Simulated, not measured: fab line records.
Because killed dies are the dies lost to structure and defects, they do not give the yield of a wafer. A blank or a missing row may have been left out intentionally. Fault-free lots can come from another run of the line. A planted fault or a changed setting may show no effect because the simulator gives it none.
Matching of chambers ; flow n5_finfet ; pecvd-04 running N5_BEOL_M4_DEP_57: 3 sister chambers
The step deposits SiCN from 3MS/NH3, target thk 8 nm, time 14 s. 3 wafers are shown with their chamber, then 9 later ones without.

WAFERS WITH THEIR CHAMBER
wafer;chamber;showerhead_plenum_p_Torr (Torr)
L090.3;0;3.673
L088.3;2;3.657
L088.4;1;3.690

WAFERS WITH NO CHAMBER GIVEN
wafer;showerhead_plenum_p_Torr (Torr)
L089.1;3.684
L089.4;3.666
L089.5;3.693
L094.1;3.653
L094.5;3.672
L094.6;3.658
L095.2;3.703
L095.3;3.658
L095.4;3.664

WHICH CHAMBER EACH WENT THROUGH
wafer;from the rows above;in truth
L089.1;can't be placed: 1 or 0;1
L089.4;can't be placed: 0 or 2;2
L089.5;1;1
L094.1;2;2
L094.5;0;0
L094.6;2;2
L095.2;1;1
L095.3;2;2
L095.4;can't be placed: 2 or 0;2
Correct placement for 6 of the 9. Cannot be placed on the basis of these rows: 3; the candidates contain the true chamber in 3. Wrongly placed: 0.
How it was worked out, from the rows above alone: a wafer's distance from a chamber is the root of the sum, over the readings, of the square of ((its reading less the chamber's mean) divided by the reading's scatter). If the next closest chamber is less than 2 further off than the closest, the wafer can't be placed; otherwise it belongs to the closest. The mean given for a chamber averages the wafers shown for that chamber. The scatter (one wafer shown for each chamber): square how far every hidden wafer sits from the nearest shown wafer, average those squares and take the square root.
